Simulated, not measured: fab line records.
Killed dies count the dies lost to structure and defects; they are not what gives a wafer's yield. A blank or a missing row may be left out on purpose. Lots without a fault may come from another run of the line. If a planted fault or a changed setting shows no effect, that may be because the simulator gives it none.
fab line records    flow n5Finfet
record lots=8  wafers=24  lastDay=19
route steps=1938 shown BEOL_M12@1647 BEOL_M13@1690 BEOL_M15@1830
lots that met no fault: taken from a fault-free run of the same line
startH: hours from the record's first day to the start of the lot's first wafer shown    waitH: how many hours have passed since the lot's step before this one    " unchanged from the row above    L1.1+2: one row covering several wafers at once    - no value, or no start given    * or withheld: withheld    < > ~ a bound
route shown NAME@n: a module of which the file shows steps, and the number in the route of the first    usual: average and standard deviation across the fault-free wafers    same: alike in all rows    chamber/n: place in a boat    sites: the reading at each site    _std_site: standard deviation of those values    _edge_site: mean of outer sites minus mean of inner sites    radiusMm: for every site, how far away it sits from the centre of the wafer    mask NAME#n: copy n    behind: the tool/chamber that last shaped the wafer    hold: reason for holding the lot/hours on hold/outcome of the hold    device: the n, p or np transistor that did not switch    end of line: the same wafers' tests at the end of the route    for a step that has no rows: nothing shown but its recipe    killed: the dies lost at the first sort to structure and to defects; this is not the yield of the wafer    map: the dies of a wafer, with x for killed, . for not killed, _ for no die there
set.NAME: the setting that was run; set.NAME@STEP: the one run at that earlier step    model.NAME: the simulator's own value behind a step, which no gauge read
route steps across a sampled set of lots; one table per step, one row per wafer
services: from which hour (startH, from the record's first day; less than 0 if before it) a tool's chamber was out of use, for how many hours, and why
## steps
# step N5_BEOL_M12_PRE_CLEAN_42
# recipe gas=H2/He  timeS=30  tempC=250
# usual heaterPowerW=314/37
lot.wafer  tool           chamber  startH  waitH  heaterPowerW
L869.1     pvdSputter-01  -        277.93  0.0    352
L869.3     "              -        "       "      324
L869.6     "              -        "       "      359
L870.2     pvdSputter-03  -        309.04  0.0    269
L870.4     "              -        "       "      286
L870.6     "              -        "       "      337
L874.1     pvdSputter-02  -        318.17  0.0    282
L874.4     "              -        "       "      394
L874.6     "              -        "       "      321
L877.3     pvdSputter-01  -        344.21  0.0    352
L877.4     "              -        "       "      357
L877.6     "              -        "       "      350
L885.3     pvdSputter-02  -        385.87  0.0    296
L885.4     "              -        "       "      390
L885.5     "              -        "       "      330
L888.1     pvdSputter-01  -        412.95  0.0    289
L888.4     "              -        "       "      319
L888.6     "              -        "       "      352
L890.2     pvdSputter-03  -        420.33  0.0    285
L890.5     "              -        "       "      282
L890.6     "              -        "       "      266
L889.1     pvdSputter-02  -        422.18  0.0    284
L889.2     "              -        "       "      319
L889.5     "              -        "       "      279
# step N5_BEOL_M13_OVL_MEAS_29
# recipe pointsPerWafer=44
# usual M13_OVL=5/6.2
lot.wafer  tool        chamber  startH  waitH  M13_OVL[nm]
L869.1     overlay-02  0        281.98  0.0    0
L869.3     "           0        "       "      2
L869.6     "           0        "       "      7
L870.2     overlay-01  0        312.01  0.0    7
L870.4     "           0        "       "      6
L870.6     "           0        "       "      5
L874.1     overlay-02  0        320.97  0.0    7
L874.4     "           0        "       "      17
L874.6     "           0        "       "      13
L877.3     overlay-02  0        347.29  0.0    9
L877.4     "           0        "       "      -7
L877.6     "           0        "       "      2
L885.3     overlay-02  0        388.75  0.0    -4
L885.4     "           0        "       "      6
L885.5     "           0        "       "      -1
L888.1     overlay-01  0        415.64  0.0    10
L888.4     "           0        "       "      3
L888.6     "           0        "       "      4
L890.2     overlay-01  0        423.15  0.0    -4
L890.5     "           0        "       "      -3
L890.6     "           0        "       "      15
L889.1     overlay-02  0        425.09  0.0    9
L889.2     "           0        "       "      4
L889.5     "           0        "       "      -1
# step N5_BEOL_M13_DESCUM_33
# recipe chemistry=O2  timeS=7.9  sourcePowerW=50  biasPowerW=20  pressureMtorr=20  rfFrequencyHz=2.712e+07  tempC=40  o2FlowSccm=225
# usual chamberPressureMTorr=19.998/0.017  drypumpMotorCurrentA=5.8/0.47  oesProductAu=0.79/0.089  rfVppV=242.8/1.5  showerheadPlenumPTorr=2.07/0.09  throttleValvePct=20.57/0.3
lot.wafer  tool        chamber  startH  waitH  chamberPressureMTorr  drypumpMotorCurrentA  oesProductAu  rfHoursCounterH  rfVppV  showerheadPlenumPTorr  throttleValvePct
L869.1     rieDiel-05  3        282.24  0.2    19.999                5.2                   0.68          236              243.8   2.08                   20.30
L869.3     "           0        "       "      20.012                5.8                   0.91          27               243.2   2.04                   20.32
L869.6     "           3        "       "      19.974                5.2                   0.68          -                242.6   2.08                   20.30
L870.2     rieDiel-06  1        312.20  0.2    19.999                6.5                   0.71          214              242.5   2.07                   20.84
L870.4     "           2        "       "      20.014                6.1                   0.85          56               242.1   2.12                   20.62
L870.6     "           2        "       "      20.017                6.1                   0.86          -                243.0   2.12                   20.60
L874.1     rieDiel-06  0        321.24  0.2    20.000                5.2                   0.73          170              240.2   1.91                   20.76
L874.4     "           3        "       "      20.008                6.0                   0.68          239              242.4   1.97                   20.67
L874.6     "           0        "       "      19.988                5.2                   0.73          -                241.2   1.91                   20.75
L877.3     rieDiel-05  1        347.34  0.0    20.009                5.6                   0.94          20               243.1   2.14                   20.21
L877.4     "           0        "       "      20.000                5.8                   0.88          48               243.5   2.03                   20.36
L877.6     "           0        "       "      19.968                5.8                   0.88          -                242.4   2.03                   20.35
L885.3     rieDiel-06  1        388.81  0.0    20.000                6.5                   0.71          237              242.9   2.06                   20.88
L885.4     "           3        "       "      19.985                6.0                   0.97          5                244.1   2.23                   20.44
L885.5     "           0        "       "      20.012                5.3                   0.71          -                240.1   1.90                   20.79
L888.1     rieDiel-05  2        415.70  0.0    20.003                6.0                   0.71          213              244.5   2.15                   20.89
L888.4     "           3        "       "      20.002                5.1                   0.92          22               242.4   2.06                   20.02
L888.6     "           0        "       "      19.975                5.8                   0.85          -                242.8   2.03                   20.39
L890.2     rieDiel-05  1        423.20  0.0    20.010                5.6                   0.90          44               244.2   2.13                   20.25
L890.5     "           2        "       "      20.023                6.0                   0.70          -                242.7   2.15                   20.93
L890.6     "           3        "       "      20.003                5.2                   0.91          -                243.6   2.06                   20.01
L889.1     rieDiel-02  0        425.14  0.0    19.978                6.2                   0.84          59               244.6   2.11                   19.77
L889.2     "           3        "       "      20.001                5.2                   0.80          114              242.9   2.09                   20.71
L889.5     "           1        "       "      19.988                6.5                   0.79          -                243.8   2.20                   20.40
# step N5_BEOL_M13_ETCH_68
# recipe chemistry=N2/H2  target=SOC  maskMaterial=SiARC  sourceW=3000  biasW=350  tempC=40  timeS=355  ionEnergyEv=200  pressureMtorr=30  n2FlowSccm=200  h2FlowSccm=200
# usual chamberPressureMTorr=30.005/0.027  drypumpMotorCurrentA=5.8/0.47  oesProductAu=0.79/0.089  rfVppV=523/3.2  showerheadPlenumPTorr=2.51/0.11  throttleValvePct=17.92/0.28
lot.wafer  tool        chamber  startH  waitH  chamberPressureMTorr  drypumpMotorCurrentA  oesProductAu  rfHoursCounterH  rfVppV  showerheadPlenumPTorr  throttleValvePct
L869.1     rieDiel-05  3        282.42  0.1    29.961                5.2                   0.69          236              522     2.51                   17.65
L869.3     "           0        "       "      30.003                5.8                   0.92          27               523     2.47                   17.69
L869.6     "           3        "       "      30.024                5.2                   0.69          -                522     2.51                   17.65
L870.2     rieDiel-06  1        312.38  0.1    30.004                6.5                   0.71          215              524     2.50                   18.14
L870.4     "           2        "       "      30.031                6.1                   0.85          56               525     2.58                   17.91
L870.6     "           2        "       "      30.037                6.1                   0.85          -                526     2.58                   17.90
L874.1     rieDiel-06  0        321.42  0.1    30.073                5.3                   0.73          170              517     2.33                   18.06
L874.4     "           3        "       "      30.017                6.0                   0.67          239              519     2.39                   18.02
L874.6     "           0        "       "      29.956                5.3                   0.73          -                519     2.33                   18.07
L877.3     rieDiel-05  1        347.53  0.1    30.043                5.6                   0.93          20               525     2.61                   17.64
L877.4     "           0        "       "      30.009                5.8                   0.88          48               522     2.47                   17.73
L877.6     "           0        "       "      29.981                5.8                   0.88          -                523     2.47                   17.70
L885.3     rieDiel-06  1        388.99  0.1    30.008                6.5                   0.71          237              524     2.49                   18.17
L885.4     "           3        "       "      29.984                6.0                   1.20          5                529     2.70                   17.69
L885.5     "           0        "       "      29.997                5.3                   0.71          -                517     2.32                   18.10
L888.1     rieDiel-05  2        415.88  0.1    29.964                6.0                   0.71          213              526     2.63                   18.37
L888.4     "           3        "       "      30.021                5.2                   0.93          22               524     2.50                   17.28
L888.6     "           0        "       "      29.987                5.8                   0.86          -                522     2.46                   17.75
L890.2     rieDiel-05  1        423.38  0.1    29.988                5.7                   0.89          44               525     2.60                   17.68
L890.5     "           2        "       "      29.931                6.0                   0.70          -                527     2.63                   18.38
L890.6     "           3        "       "      30.049                5.2                   0.92          -                522     2.49                   17.30
L889.1     rieDiel-02  0        425.33  0.1    29.981                6.2                   0.84          59               525     2.59                   17.35
L889.2     "           3        "       "      29.982                5.2                   0.81          114              525     2.56                   18.21
L889.5     "           1        "       "      30.006                6.6                   0.79          -                527     2.68                   17.84
# step N5_BEOL_M15_RC_MEAS_101
# usual COMB_M10=1.5e-11/3.7e-12  COMB_M11=1.4e-11/3e-12  COMB_M12=6.2e-12/1.4e-12  COMB_M13=5e-12/1.1e-12  COMB_M13_max_site=7.1e-12/1.7e-12  COMB_M14=3.6e-12/8.2e-13  COMB_M15=2.7e-12/7.1e-13  COMB_M15_max_site=3.8e-12/9.9e-13  COMB_M5=3.9e-11/8.6e-12  COMB_M6=2.5e-11/5.7e-12  COMB_M7=2.6e-11/5.5e-12  COMB_M8=2.6e-11/5.4e-12  COMB_M9=1.43e-11/3e-12  SERP_M10=3.11/0.083  SERP_M11=3.07/0.073  SERP_M12=0.643/0.02  SERP_M13=0.310/0.0051  SERP_M13_max_site=0.314/0.0054  SERP_M14=0.163/0.0032  SERP_M5=38.7/1.9  SERP_M6=14.0/0.66  SERP_M7=13.8/0.55  SERP_M8=14.3/0.52  SERP_M9=3.05/0.079  SERP_M9_max_site=3.15/0.089
lot.wafer  tool       chamber  startH  waitH  COMB_M10[S/m]  COMB_M11[S/m]  COMB_M12[S/m]  COMB_M13[S/m]  COMB_M13_max_site[S/m]  COMB_M14[S/m]  COMB_M15[S/m]  COMB_M15_max_site[S/m]  COMB_M5[S/m]  COMB_M6[S/m]  COMB_M7[S/m]  COMB_M8[S/m]  COMB_M9[S/m]  SERP_M10[ohm/um]  SERP_M11[ohm/um]  SERP_M12[ohm/um]  SERP_M13[ohm/um]  SERP_M13_max_site[ohm/um]  SERP_M14[ohm/um]  SERP_M5[ohm/um]  SERP_M6[ohm/um]  SERP_M7[ohm/um]  SERP_M8[ohm/um]  SERP_M9[ohm/um]  SERP_M9_max_site[ohm/um]
L869.1     prober-01  0        294.16  0.0    1.6e-11        1.6e-11        5.8e-12        4.3e-12        6.2e-12                 3.2e-12        4e-12          5.3e-12                 2.8e-11       2.1e-11       2.9e-11       2.5e-11       1.55e-11      3.20              2.99              0.677             0.313             0.317                      0.168             38.1             13.2             13.6             14.5             2.99             3.18
L869.3     "          0        "       "      1.4e-11        1.3e-11        7.5e-12        6.7e-12        8.4e-12                 3.4e-12        3.8e-12        5.7e-12                 5.1e-11       2.4e-11       2.8e-11       3.7e-11       1.26e-11      3.13              3.03              0.666             0.305             0.308                      0.168             41.3             13.6             13.7             14.4             2.95             3.11
L869.6     "          0        "       "      2e-11          1.5e-11        8.4e-12        4.4e-12        7.3e-12                 3.2e-12        3.2e-12        4.2e-12                 4.4e-11       2.2e-11       2.3e-11       3.2e-11       1.46e-11      2.92              3.09              0.632             0.312             0.315                      0.169             40.0             13.4             13.3             14.4             3.02             3.09
L870.2     prober-01  0        325.71  0.2    1.4e-11        1.5e-11        6.9e-12        6.3e-12        7.4e-12                 5.3e-12        3.3e-12        4.8e-12                 4.2e-11       2.4e-11       2.9e-11       2.3e-11       1.41e-11      3.07              3.07              0.644             0.315             0.319                      0.158             35.6             13.6             13.5             15.0             3.03             3.19
L870.4     "          0        "       "      1.8e-11        1.9e-11        7.4e-12        5.3e-12        8.1e-12                 5.4e-12        3.8e-12        4.8e-12                 5.3e-11       2.4e-11       2.7e-11       2.8e-11       1.79e-11      3.24              3.02              0.675             0.314             0.315                      0.162             38.5             14.3             14.2             14.1             3.14             3.25
L870.6     "          0        "       "      2e-11          2.2e-11        7.1e-12        5.9e-12        7.4e-12                 6e-12          3.1e-12        4e-12                   4.3e-11       2.8e-11       2.3e-11       2.4e-11       1.38e-11      3.19              2.97              0.657             0.309             0.311                      0.160             37.9             13.5             13.8             14.6             2.95             3.02
L874.1     prober-02  0        337.43  0.0    1.2e-11        1e-11          5.6e-12        4.2e-12        5.9e-12                 3.6e-12        3.9e-12        5.1e-12                 3.9e-11       2.1e-11       3e-11         2.8e-11       1.68e-11      3.09              3.12              0.633             0.307             0.310                      0.169             36.1             13.2             14.4             14.3             3.01             3.06
L874.4     "          0        "       "      1.2e-11        1.2e-11        6.6e-12        3.6e-12        6.4e-12                 3.3e-12        1.8e-12        3.1e-12                 4.5e-11       1.9e-11       2.8e-11       3.6e-11       1.32e-11      3.13              3.15              0.628             0.325             0.328                      0.160             36.2             13.7             13.4             13.9             3.05             3.14
L874.6     "          0        "       "      1e-11          1.9e-11        7.1e-12        3.7e-12        5.1e-12                 3.6e-12        2.7e-12        3.1e-12                 6e-11         2.4e-11       2.9e-11       2.9e-11       1.9e-11       3.13              3.11              0.667             0.312             0.314                      0.159             39.2             13.7             14.5             14.1             2.98             3.11
L877.3     prober-01  0        364.88  0.3    1.8e-11        1.8e-11        6.5e-12        4.5e-12        8.4e-12                 4.9e-12        3.4e-12        4.4e-12                 3.1e-11       2.5e-11       2.8e-11       3.4e-11       1.09e-11      3.16              3.07              0.623             0.310             0.312                      0.163             41.6             13.9             13.6             14.9             3.15             3.20
L877.4     "          0        "       "      2.2e-11        1.4e-11        6.9e-12        5.3e-12        9e-12                   4.2e-12        3e-12          4.3e-12                 2.9e-11       3e-11         2.4e-11       2.7e-11       1.36e-11      3.27              3.08              0.653             0.305             0.308                      0.163             40.2             15.3             13.0             14.2             3.21             3.23
L877.6     "          0        "       "      2.2e-11        1.7e-11        8.2e-12        6.5e-12        7.9e-12                 3.9e-12        3.4e-12        5.1e-12                 2.5e-11       3.4e-11       2e-11         2.1e-11       1.33e-11      3.28              3.02              0.659             0.307             0.309                      0.166             41.6             14.2             13.1             13.9             3.10             3.23
L885.3     prober-02  0        403.60  0.3    1.3e-11        1.3e-11        4.9e-12        4.5e-12        6.5e-12                 1.8e-12        2.8e-12        4.5e-12                 3.1e-11       2.6e-11       2.8e-11       2.5e-11       1.62e-11      3.16              3.02              0.644             0.311             0.312                      0.165             37.5             14.2             14.2             14.5             2.96             3.06
L885.4     "          0        "       "      1.4e-11        1.7e-11        3.6e-12        3.9e-12        4.7e-12                 4.5e-12        3.1e-12        4.1e-12                 4.5e-11       2.3e-11       2.9e-11       2.8e-11       2.04e-11      3.07              3.06              0.654             0.294             0.297                      0.165             36.2             14.5             13.6             13.9             2.94             3.06
L885.5     "          0        "       "      1e-11          1.2e-11        4.3e-12        2.8e-12        4.2e-12                 2.5e-12        2.4e-12        3.5e-12                 4.5e-11       2.7e-11       3.1e-11       2e-11         1.4e-11       3.17              3.04              0.657             0.311             0.313                      0.159             37.6             14.0             13.1             14.3             3.14             3.25
L888.1     prober-02  0        431.70  0.0    1.3e-11        1.1e-11        4.4e-12        4.1e-12        4.9e-12                 2.5e-12        1.1e-12        2e-12                   4.4e-11       1.9e-11       1.6e-11       2.7e-11       1.23e-11      3.10              2.96              0.630             0.311             0.318                      0.161             38.2             13.4             12.2             13.9             3.00             3.12
L888.4     "          0        "       "      1.5e-11        1.1e-11        5.5e-12        4.5e-12        6.9e-12                 3e-12          2.3e-12        5.1e-12                 5.5e-11       2e-11         2.4e-11       2.2e-11       1.16e-11      3.05              3.04              0.661             0.302             0.304                      0.165             37.4             14.6             13.5             14.5             3.14             3.28
L888.6     "          0        "       "      1.5e-11        1.6e-11        6.9e-12        4.6e-12        6.1e-12                 3.9e-12        2.6e-12        3.1e-12                 3.9e-11       2.8e-11       2.4e-11       2.5e-11       1.56e-11      2.92              2.96              0.653             0.300             0.302                      0.155             38.7             13.4             12.5             14.2             3.09             3.14
L890.2     prober-01  0        437.96  0.2    1.5e-11        1.3e-11        7.3e-12        7.7e-12        1.04e-11                3.9e-12        2.9e-12        3.8e-12                 3.4e-11       2.2e-11       2.2e-11       3.7e-11       1.27e-11      3.17              3.09              0.650             0.311             0.314                      0.162             38.2             13.2             13.5             13.8             3.06             3.25
L890.5     "          0        "       "      1.9e-11        1.5e-11        1.03e-11       5.3e-12        6.3e-12                 3.9e-12        3.3e-12        4.2e-12                 3.5e-11       2.5e-11       2.1e-11       2.6e-11       1.63e-11      3.14              3.05              0.647             0.305             0.306                      0.164             39.0             13.4             14.1             13.4             3.03             3.13
L890.6     "          0        "       "      1.7e-11        1.1e-11        7.1e-12        7.6e-12        1.23e-11                3.7e-12        3.6e-12        5.2e-12                 3.4e-11       2.6e-11       2.3e-11       2.7e-11       1.69e-11      3.07              3.05              0.644             0.300             0.304                      0.164             36.7             13.4             13.9             13.7             2.97             3.07
L889.1     prober-02  0        440.86  0.0    1.6e-11        1.2e-11        4.8e-12        4.6e-12        7.6e-12                 3.2e-12        2.2e-12        3.5e-12                 3.6e-11       3.6e-11       4.4e-11       2.1e-11       1.54e-11      3.00              2.98              0.625             0.310             0.313                      0.159             37.9             13.6             13.4             14.1             3.10             3.25
L889.2     "          0        "       "      1.9e-11        1.6e-11        3.2e-12        6.5e-12        8.7e-12                 2.3e-12        1.7e-12        2.5e-12                 2.2e-11       1.9e-11       2.1e-11       2.7e-11       1.13e-11      3.07              3.08              0.630             0.312             0.315                      0.164             38.2             13.7             13.7             13.9             3.19             3.25
L889.5     "          0        "       "      9e-12          1.1e-11        6.1e-12        7.2e-12        1.11e-11                2.8e-12        1.9e-12        2.5e-12                 3.1e-11       2.5e-11       3.6e-11       2.6e-11       1.78e-11      3.16              3.12              0.680             0.314             0.317                      0.160             39.6             13.7             13.6             14.5             3.06             3.12
# sites SERP_M13 radiusMm=0,75,75,75,75,140,140,140,140
L869.1 0.310 0.311 0.317 0.314 0.315 0.313 0.313 0.313 0.311
L870.2 0.312 0.316 0.319 0.319 0.315 0.313 0.314 0.317 0.315
L874.1 0.304 0.309 0.310 0.307 0.307 0.304 0.304 0.304 0.307
L877.3 0.307 0.311 0.312 0.312 0.310 0.310 0.310 0.310 0.305
L885.3 0.310 0.309 0.310 0.311 0.312 0.312 0.311 0.311 0.311
L888.1 0.309 0.308 0.311 0.309 0.311 0.316 0.315 0.318 0.314
L890.2 0.312 0.314 0.313 0.309 0.312 0.310 0.308 0.311 0.305
L889.1 0.310 0.310 0.313 0.310 0.309 0.309 0.308 0.310 0.307
## services
tool           chamber  startH  hours  kind
rieDiel-05     1        264.80  -      clean
rieDiel-05     1        264.80  -      consumableReplace:focusRing
rieDiel-05     1        264.80  21.0   scheduledDown
rieDiel-05     1        264.80  21.0   ventCycle
rieDiel-06     -        299.45  1.1    repair
rieDiel-05     2        308.01  10.4   repair
rieDiel-05     3        329.66  -      clean
rieDiel-05     3        329.66  -      consumableReplace:focusRing
rieDiel-02     0        347.03  9.0    repair
rieDiel-06     3        352.48  -      clean
rieDiel-06     3        352.48  -      consumableReplace:focusRing
rieDiel-06     3        352.48  -      consumableReplace:showerhead
rieDiel-06     3        352.48  16.5   scheduledDown
rieDiel-06     3        352.48  16.5   ventCycle
rieDiel-06     1        354.73  9.2    repair
pvdSputter-02  -        382.94  2.5    repair
## key
firstSign step=N5_BEOL_M13_ETCH_68  reading=oesProductAu  direction=up  sigmas=4.6  usual=0.79  struck=1.20
effect step=N5_BEOL_M15_RC_MEAS_101  reading=SERP_M13  direction=down  sigmas=3.3  usual=0.310  struck=0.294
metAt N5_BEOL_M13_ETCH_68
struckLots L885
struckWafers L885.4
notActingAt N5_BEOL_M12_PRE_CLEAN_42,N5_BEOL_M13_OVL_MEAS_29,N5_BEOL_M13_DESCUM_33
onsetBetween 321.42 388.99
fault kind=processParameterDrift  tool=rieDiel-06  chamber=-  onsetH=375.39  steps=N5_BEOL_M13_ETCH_68  channel=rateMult  offset=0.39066  shape=step  endH=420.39  scope=struckWafersOnly
